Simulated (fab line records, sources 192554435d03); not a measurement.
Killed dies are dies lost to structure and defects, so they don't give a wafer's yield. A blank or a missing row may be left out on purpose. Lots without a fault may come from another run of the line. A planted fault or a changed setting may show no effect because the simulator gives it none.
Split-lot experiment | flow n5_finfet | 7 lots, 21 wafers read, on a route of 1938 steps

THE SPLIT
At N5_SD_EPI_N_PEB_07 (peb time 60 s), the setting peb_time_s was moved away from the recipe's 60 s on 4 of the 21 wafers read, by -13.5% to +13.1%. The other wafers ran this setting at the recipe's value.

FROM THE SPLIT TO THE READING: what the file shows between them, 1 step
- N5_SD_EPI_N_DEVELOP_08: develop time 30 s

THE READING
cd_nm, in nm, at N5_SD_EPI_N_CD_MEAS_09 (target cd 120 nm). Fault-free wafers of this fab line usually give 120.1 nm, standard deviation 0.61 nm.

wafer  | tool, chamber at the split | peb_time_s as run, s | against the recipe | cd_nm, nm | against lot-mates on the recipe
L074.1 | litho_track-04, 0          | 67.89                | +13.1%             | 124.7     | +3.2
L074.4 | litho_track-04, 0          | 67.89                | +13.1%             | 125.0     | +3.5
L074.5 | litho_track-04, 0          | 60                   | recipe             | 121.5     | -
L080.2 | litho_track-03, 0          | 60                   | recipe             | 121.1     | -
L080.4 | litho_track-03, 0          | 60                   | recipe             | 120.6     | -
L080.5 | litho_track-03, 0          | 60                   | recipe             | 121.1     | -
L081.2 | litho_track-02, 0          | 60                   | recipe             | 120.5     | -
L081.5 | litho_track-02, 0          | 60                   | recipe             | 120.5     | -
L081.6 | litho_track-02, 0          | 60                   | recipe             | 120.3     | -
L085.3 | litho_track-04, 0          | 60                   | recipe             | 120.7     | -
L085.4 | litho_track-04, 0          | 51.89                | -13.5%             | 116.1     | -4.7
L085.6 | litho_track-04, 0          | 60                   | recipe             | 120.9     | -
L087.1 | litho_track-04, 0          | 60                   | recipe             | 120.1     | -
L087.2 | litho_track-04, 0          | 60                   | recipe             | 120.3     | -
L087.4 | litho_track-04, 0          | 60                   | recipe             | 120.6     | -
L091.1 | litho_track-03, 0          | 60                   | recipe             | 120.0     | -
L091.2 | litho_track-03, 0          | 60                   | recipe             | 120.5     | -
L091.6 | litho_track-03, 0          | 60                   | recipe             | 120.8     | -
L095.2 | litho_track-02, 0          | 66.18                | +10.3%             | 123.4     | +3.2
L095.3 | litho_track-02, 0          | 60                   | recipe             | 120.2     | -
L095.6 | litho_track-02, 0          | 60                   | recipe             | 120.3     | -

THE FIT
A straight line over all 21 wafers: cd_nm changes by +0.319 nm for each +1% of peb_time_s; r = +0.98; the points scatter about the line by 0.38 nm.
The same after taking each lot's own level away (the mean of its wafers on the recipe; 21 wafers): +0.293 nm for each +1%; r = +0.98; scatter 0.3 nm.
On that fit, the largest move of peb_time_s shifts the reading by 4 nm.
The lots' own levels span 120.25 to 121.50 nm, that is 2.0 times the standard deviation above.
So the lot-to-lot level changes the slope little: the two slopes agree.
Check: with one of the wafers moved furthest among these (-13.5%) left out of the fit, the line predicts -3.59 nm for it against its lot-mates. It came out at -4.7 nm against them.

OTHER SPLITS ON THESE WAFERS
These wafers also went through other splits before the reading. Each is held against what the fit with the lots' levels taken away leaves over:
other split on the same wafers | wafers away from the commonest value | r with cd_nm (lot level and that fit taken away)
N5_FIN_CUT_EXPOSE_05 dose_mj   | 5                                    | +0.20
N5_SD_EPI_N_COAT_33 spin_rpm   | 6                                    | -0.30

THE WHOLE CHAIN: every reading that the file lists as answering this split, in the file's order
step                   | what it does                                           | reading                                                         | change (the file's fit)               | r (the file's)
N5_SD_EPI_N_CD_MEAS_09 | target cd 120 nm                                       | cd_nm                                                           | +0.304 nm for each +1% of the setting | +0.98
N5_SD_EPI_N_DESCUM_14  | chemistry O2, time 7.9 s                               | SD_EPI_N.cd_nm (the simulator's own value, which no gauge read) | +0.3 nm for each +1% of the setting   | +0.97
N5_SD_EPI_N_ETCH_34    | etches SiARC in CF4, target depth 45.5 nm, time 75.8 s | SD_EPI_N.cd_nm (the simulator's own value, which no gauge read) | +0.316 nm for each +1% of the setting | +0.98
N5_SD_EPI_N_ETCH_35    | etches SOC in N2/H2, overetch 108 nm, time 486 s       | SD_EPI_N.cd_nm (the simulator's own value, which no gauge read) | +0.31 nm for each +1% of the setting  | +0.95

THE FILE'S OWN FIT
cd_nm changes by +0.304 nm for each +1% of peb_time_s, r = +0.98.
